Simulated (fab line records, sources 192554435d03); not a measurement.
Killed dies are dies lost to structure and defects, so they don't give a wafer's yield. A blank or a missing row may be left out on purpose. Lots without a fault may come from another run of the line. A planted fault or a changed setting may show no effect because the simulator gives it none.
Chamber matching | flow n5_finfet | N5_BEOL_M3_PRE_CLEAN_60 on cvd_co-02: 3 sister chambers
The step time 15 s. 24 wafers are shown with their chamber, then 12 later ones without.

WAFERS WITH THEIR CHAMBER
wafer  | chamber | heater_power_w (W)
L077.3 | 0       | 100
L077.4 | 1       | 58
L077.5 | 0       | 100
L078.1 | 2       | 43
L078.2 | 1       | 58
L078.4 | 0       | 102
L079.1 | 0       | 101
L079.3 | 1       | 58
L079.4 | 0       | 102
L083.3 | 0       | 99
L083.5 | 1       | 58
L083.6 | 0       | 100
L085.1 | 2       | 44
L085.3 | 1       | 58
L085.5 | 2       | 44
L086.1 | 1       | 57
L086.2 | 0       | 103
L086.6 | 0       | 102
L087.1 | 2       | 44
L087.5 | 1       | 59
L087.6 | 0       | 98
L088.1 | 1       | 59
L088.2 | 2       | 44
L088.5 | 1       | 59

SIGNATURES (means of the wafers above)
reading        | chamber 0 | chamber 1 | chamber 2 | scatter within a chamber
heater_power_w | 100.70    | 58.22     | 43.80     | 1.12
Rule: a wafer's distance from a chamber is the root of the sum, over the readings, of the square of ((its reading less the chamber's mean) divided by the reading's scatter). The wafer belongs to the nearest chamber; if the next one is less than 2 further off, it can't be placed. The scatter: the root of (the sum of the squares of (reading less its chamber's mean) over the shown wafers, divided by (wafers less chambers)).

WAFERS WITHOUT THEIR CHAMBER
wafer  | heater_power_w (W)
L089.3 | 59
L089.5 | 59
L089.6 | 44
L093.1 | 60
L093.2 | 101
L093.6 | 44
L094.3 | 44
L094.4 | 44
L094.6 | 100
L097.3 | 103
L097.4 | 44
L097.6 | 61

WHICH CHAMBER EACH WENT THROUGH
wafer  | from the rows above | in truth
L089.3 | 1                   | 1
L089.5 | 1                   | 1
L089.6 | 2                   | 2
L093.1 | 1                   | 1
L093.2 | 0                   | 0
L093.6 | 2                   | 2
L094.3 | 2                   | 2
L094.4 | 2                   | 2
L094.6 | 0                   | 0
L097.3 | 0                   | 0
L097.4 | 2                   | 2
L097.6 | 1                   | 1
Placed correctly: 12 of 12. Can't be placed from these rows: 0. Placed wrongly: 0.
